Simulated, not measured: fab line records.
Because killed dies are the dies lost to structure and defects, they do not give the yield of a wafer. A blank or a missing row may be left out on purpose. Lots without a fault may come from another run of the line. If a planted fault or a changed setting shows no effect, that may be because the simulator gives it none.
A lot that was struck, set against a sound lot :: flow n5-finfet :: 36 steps out of a route of 1938
Sound: these wafers, L775.1, L775.4, L775.6. The struck wafers were L789.3, L789.5, L789.6. The cause is named last.
Per side, at each step with rows, come the tool, then ch with its chambers, and then its first start. Under that, the readings that differ: sound wafers :: struck wafers :: difference of the means :: sigmas: that difference in standard deviations of wafers without a fault.
alike: a reading whose means differ by less than 2 such deviations, as well as words and numbers matching on both sides. not compared: withheld readings; readings where some wafer has no value; bounds like >300 that might hide an equal value; numbers whose values overlap and for which the record gives no deviation.
A row with sigmas, a row that says differs or no value, or rows on one side alone: a step with any of these is where the two part. When numbers do not overlap yet have no deviation, they are printed without sigmas and do not part them. A reading missing from all wafers of one side parts the sides only when that side holds two or more wafers.

first, 10 steps without rows for these wafers: N5_BEOL_M15_DESCUM_33 (chemistry O2, time 7.9 s); N5_BEOL_M15_ETCH_61 (etches BARC in N2/H2, target depth 89 nm, overetch 26.7 nm, time 67.9 s); N5_BEOL_M15_TRENCH_ETCH_34 (etches SiO2 in C4F8/O2/Ar, target depth 872.93 nm, time 199 s); N5_BEOL_M15_STRIP_36 (strips in O2); N5_BEOL_M15_STRIP_62 (strips in O2); N5_BEOL_M15_STRIP_37 (strips in O2); N5_BEOL_M15_ETCH_38 (etches SiCN in CF4/N2, target depth 106.4 nm, time 120.5 s); N5_BEOL_M15_PRECLEAN_39 (cleans in residue remover, time 60 s); N5_BEOL_M15_SRD_40 (time 30 s, dry time 30 s); N5_BEOL_M15_DEGAS_41 (time 60 s).
N5_BEOL_M15_PRE_CLEAN_42: time 30 s.
  struck on pvd-sputter-01, day 15 19:43; sound on pvd-sputter-01, day 11 15:16
  alike: heater-power-w
then, 24 steps without rows for these wafers: N5_BEOL_M15_SPUTTER_43 (material TaN, target thk 15 nm, time 24.19 s); N5_BEOL_M15_SPUTTER_44 (material Ta, target thk 15 nm, time 24.19 s); N5_BEOL_M15_SPUTTER_45 (material Cu, target thk 100 nm, time 16.67 s); N5_BEOL_M15_ECD_47 (material Cu, target thk 1860 nm); N5_BEOL_M15_ANNEAL_48 (time 90 s); N5_BEOL_M15_CMP_49 (polishes, stops on SiO2, t overpolish 4.9 s, target thk 850 nm); N5_BEOL_M15_PRE_CLEAN_52 (time 15 s); N5_BEOL_M15_DEP_53 (deposits SiCN from 3MS/NH3, target thk 50 nm, time 17.8 s); N5_PASSIVATION_PECVD_00 (deposits SiO2 from SiH4/N2O, target thk 200 nm, time 11.2 s); N5_MIM_BOT_DEGAS_01 (time 60 s); N5_MIM_BOT_SPUTTER_00 (material TiN, target thk 35 nm, time 89.7 s); N5_MIM_TOP_ALD_00 (deposits Al2O3, purge time 3 s, co reactant pulse time 3 s); N5_MIM_TOP_ALD_01 (deposits HfO2, target thk 5.6 nm, pulse time 1 s, purge time 3 s); N5_MIM_TOP_ALD_02 (deposits Al2O3, purge time 3 s, co reactant pulse time 3 s); N5_MIM_TOP_DEGAS_04 (time 60 s); N5_MIM_TOP_SPUTTER_03 (material TiN, target thk 35 nm, time 89.7 s); N5_MIM_TOP_LITHO_HMDS_01 (time 60 s); N5_MIM_TOP_LITHO_COAT_02; N5_MIM_TOP_LITHO_EBR_04; N5_MIM_TOP_LITHO_SOFTBAKE_03 (time 90 s); N5_MIM_TOP_LITHO_EXPOSE_05 (exposes mask MIM TOP, target cd 2000 nm); N5_MIM_TOP_LITHO_PEB_06; N5_MIM_TOP_LITHO_DEVELOP_07 (develop time 60 s); N5_MIM_TOP_LITHO_HARDBAKE_09 (time 120 s).
N5_PASSIVATION_PROBE_49:
  record: rows for the struck wafers here (prober-01, day 16 13:01), none for the sound ones

== WHERE THEY PART ==
Within this record, at N5_PASSIVATION_PROBE_49 only.

WHY: what the simulator had put in
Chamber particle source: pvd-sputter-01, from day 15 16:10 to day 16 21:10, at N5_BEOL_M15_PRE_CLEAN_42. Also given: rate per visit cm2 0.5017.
